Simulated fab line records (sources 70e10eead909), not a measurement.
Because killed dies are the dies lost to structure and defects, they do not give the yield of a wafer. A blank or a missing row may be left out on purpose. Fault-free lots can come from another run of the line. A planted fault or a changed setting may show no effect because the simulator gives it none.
Comparing a struck lot with a sound one / flow nand_harc / 14 out of 1159 route steps
Sound: these wafers, L695.1, L695.3, L695.5. Struck: wafers L714.4, L714.5. (L714.1 of the same lot was not struck and is left out.) The cause comes at the end.
Each step with rows lists, per side, the tool, then ch with its chambers, then its first start. Under that, the readings that differ: sound wafers / struck wafers / difference of the means / sigmas: that difference in standard deviations of wafers without a fault.
alike: a reading whose means differ by less than 2 such deviations, as well as words and numbers matching on both sides. not compared: withheld readings; readings where some wafer has no value; bounds like >300 that might hide an equal value; numbers whose values overlap and for which the record gives no deviation.
A row with sigmas, a row that says differs or no value, or rows on one side alone: a step with any of these is where the two part. Numbers that don't overlap but have no deviation are shown without sigmas and don't part them. A reading that every wafer of one side lacks parts them only if that side has two wafers or more.

first, 5 steps without rows for these wafers: NHARC_A_STAIRCASE_EBR_213; NHARC_A_STAIRCASE_EXPOSE_214 (exposes mask STAIR 3); NHARC_A_STAIRCASE_PEB_215 (peb time 130 s); NHARC_A_STAIRCASE_DEVELOP_216 (time 140 s); NHARC_A_STAIRCASE_HARDBAKE_218 (time 140 s).
NHARC_A_STAIRCASE_DESCUM_219: chemistry O2, time 3 s.
  sound on rie_diel-04 ch 1,2,3, day 11 05:36; struck on rie_diel-11 ch 0,2, day 15 18:05
  alike: drypump_motor_current_A, oes_product_au, rf_vpp_V, showerhead_plenum_p_Torr, throttle_valve_pct
  not compared: rf_hours_counter_h
NHARC_A_STAIRCASE_TRIM_220: chemistry O2, time 211.2 s.
  sound on rie_diel-04 ch 0,3, day 11 05:41; struck on rie_diel-11 ch 0, day 15 18:10
  alike: drypump_motor_current_A, oes_product_au, rf_vpp_V, showerhead_plenum_p_Torr, throttle_valve_pct
  not compared: rf_hours_counter_h
NHARC_A_STAIRCASE_ETCH_221: etches the open film in C4F8/O2, target depth 100 nm, time 40.5 s.
  sound: rie_diel-04 ch 0,2,3; struck: rie_diel-11 ch 2
  alike: oes_product_au, rf_vpp_V
  not compared: rf_hours_counter_h
NHARC_A_STAIRCASE_TRIM_222: chemistry O2, time 211.2 s.
  sound: rie_diel-04 ch 0,1,3; struck: rie_diel-11 ch 1
  alike: drypump_motor_current_A, oes_product_au, rf_vpp_V, showerhead_plenum_p_Torr, throttle_valve_pct
  not compared: rf_hours_counter_h
then, 1 step without rows for these wafers: NHARC_A_STAIRCASE_ETCH_223 (etches the open film in C4F8/O2, target depth 100 nm, time 40.5 s).
NHARC_A_STAIRCASE_TRIM_224: chemistry O2, time 211.2 s.
  sound: rie_diel-04 ch 0,2; struck: rie_diel-11 ch 0,2
  alike: drypump_motor_current_A, oes_product_au, rf_vpp_V, showerhead_plenum_p_Torr, throttle_valve_pct
  not compared: rf_hours_counter_h
NHARC_A_STAIRCASE_ETCH_225: etches the open film in C4F8/O2, target depth 100 nm, time 40.5 s.
  sound on rie_diel-04 ch 0,2,3, day 11 06:23; struck on rie_diel-11 ch 0,3, day 15 18:47
reading=oes_product_au (a.u.); sound=0.936 0.943 0.961; struck=0.800 0.799; difference=-0.147; sigmas=-16
  alike: rf_vpp_V
  not compared: rf_hours_counter_h
then, 1 step without rows for these wafers: NHARC_A_STAIRCASE_TRIM_226 (chemistry O2, time 211.2 s).
-- record jumps: 9 days between struck wafers' starts before vs after; left off in module A_STAIRCASE, resumes in module END, first step shown is number 1159 of the route --
NHARC_END_SORT_01:
  sound on prober-01 ch 0, day 19 06:13; struck on prober-02 ch 0, day 24 13:11
reading=killed_at_array; sound=22 20 20; struck=452 447; difference=+429; sigmas=+39
reading=killed_dies; sound=26 25 25; struck=457 453; difference=+430; sigmas=+39
  alike: killed_at_other, killed_at_periphery, killed_open, killed_short

== WHERE THEY PART ==
First at NHARC_A_STAIRCASE_ETCH_225; last, within this record, at NHARC_END_SORT_01.

WHY: whatever the simulator had introduced
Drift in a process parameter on rie_diel-11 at NHARC_A_STAIRCASE_ETCH_225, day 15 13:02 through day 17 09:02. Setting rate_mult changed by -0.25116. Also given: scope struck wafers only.
